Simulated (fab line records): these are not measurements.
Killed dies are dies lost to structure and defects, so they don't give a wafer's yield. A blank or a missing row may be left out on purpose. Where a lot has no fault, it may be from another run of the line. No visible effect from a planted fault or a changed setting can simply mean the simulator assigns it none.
A lot that was struck, set against a sound lot | flow n5Finfet | 15 steps out of a route of 1938
Sound: the wafers L810.4, L810.5, L810.6. Struck: wafer L820.4. (L820.1, L820.2 of the same lot were not struck and are left out.) The cause comes at the end.
Per side, at each step with rows, come the tool, then ch with its chambers, and then its first start. Under that, the readings that differ: sound wafers | struck wafers | difference of the means | sigmas: that difference in standard deviations of wafers without a fault.
alike: words and numbers the same on both sides, and readings whose means are apart by under 2 such deviations; not compared: readings that were withheld, readings missing a value for some wafer, numbers with overlapping values and no deviation given by the record, and bounds like >300 which may hide the same value.
A row with sigmas, a row that says differs or no value, or rows on one side alone: a step with any of these is where the two part. Numbers that don't overlap but have no deviation are shown without sigmas and don't part them. A reading that every wafer of one side lacks parts them only if that side has two wafers or more.

first, 8 steps without rows for these wafers: N5_BEOL_M8_COAT_64 (time 60 s, resist thk 12 nm); N5_BEOL_M8_COAT_71 (time 60 s, resist thk 5 nm); N5_BEOL_M8_COAT_22 (resist thk 30 nm); N5_BEOL_M8_EBR_24; N5_BEOL_M8_SOFTBAKE_23 (time 60 s); N5_BEOL_M8_EXPOSE_25 (exposes mask V7, target cd 40 nm); N5_BEOL_M8_PEB_26 (peb time 60 s); N5_BEOL_M8_DEVELOP_27 (develop time 30 s).
N5_BEOL_M8_CD_MEAS_28: target cd 40 nm.
  sound on cdSem-03 ch 0, day 10 13:37; struck on cdSem-02 ch 0, day 12 04:06
  alike: cdNm
N5_BEOL_M8_OVL_MEAS_29:
  sound on overlay-01 ch 0, day 10 13:40; struck on overlay-02 ch 0, day 12 04:08
  alike: V7_OVL
N5_BEOL_M8_INSPECT_30: inspects for defects (brightfield).
  sound: defectInspect-02 at day 10 13:42; struck: defectInspect-02 at day 12 04:11
  alike: rawDefectCount
N5_BEOL_M8_DESCUM_33: chemistry O2, time 7 s.
  sound on rieDiel-04 ch 2,3, day 10 14:08; struck on rieDiel-04 ch 3, day 12 04:16
reading                  | sound       | struck | difference | sigmas
drypumpMotorCurrentA (A) | 6.5 5.3 6.5 | 5.3    | -0.8       | -2
  alike: oesProductAu, rfVppV, showerheadPlenumPTorr, throttleValvePct
  not compared: rfHoursCounterH
N5_BEOL_M8_ETCH_72: etches underlayer in N2/H2, target depth 6.5 nm, time 5.2 s.
  sound on rieDiel-04 ch 2,3, day 10 14:11; struck on rieDiel-04 ch 3, day 12 04:17
reading                  | sound          | struck | difference | sigmas
drypumpMotorCurrentA (A) | 6.5 5.3 6.5    | 5.3    | -0.8       | -2
etchRfOnTimeS (s)        | 5.38 5.16 5.31 | 8.56   | +3.28      | +30
  alike: oesProductAu, rfVppV, showerheadPlenumPTorr, throttleValvePct
  not compared: rfHoursCounterH
N5_BEOL_M8_ETCH_65: etches SiARC in CF4, target depth 15.6 nm, time 26 s.
  sound on rieDiel-04 ch 2,3, day 10 14:11; struck on rieDiel-04 ch 3, day 12 04:19
reading                  | sound       | struck | difference | sigmas
drypumpMotorCurrentA (A) | 6.5 5.3 6.5 | 5.3    | -0.8       | -2
  alike: etchRfOnTimeS, oesProductAu, rfVppV, showerheadPlenumPTorr, throttleValvePct
  not compared: rfHoursCounterH
-- the record jumps here: 3 days lie between the struck wafers' starts before and after (it left off in module BEOL_M8 and takes up again in module PASSIVATION, whose first step shown is number 1936 of the route) --
N5_PASSIVATION_PROBE_49:
  sound: prober-01 at day 13 07:08; struck: prober-01 at day 15 01:53
reading                 | sound          | struck | difference | sigmas
defectLimitedYield (%)  | 92.8 93.4 92.1 | 89.2   | -3.6       | -3
killed_at_M0_to_M3      | 23 26 33       | 64     | +37        | +3
killedDies              | 85 78 93       | 128    | +43        | +3
killedShort             | 28 19 27       | 47     | +22        | +3
sort_bin_5_function (%) | 3.9 3.4 4.5    | 7.4    | +3.5       | +4
sortNPass               | 1095 1102 1087 | 1052   | -43        | -3
sortYieldPct (%)        | 92.8 93.4 92.1 | 89.2   | -3.6       | -3
  alike: killed_at_M4_up, killedAtContacts, killedAtFrontEnd, killedAtOther, killedOpen, sort_bin_6_memory

== WHERE THEY PART ==
Earliest at N5_BEOL_M8_DESCUM_33; latest, in this record, at N5_PASSIVATION_PROBE_49.

WHY: the cause the simulator had injected
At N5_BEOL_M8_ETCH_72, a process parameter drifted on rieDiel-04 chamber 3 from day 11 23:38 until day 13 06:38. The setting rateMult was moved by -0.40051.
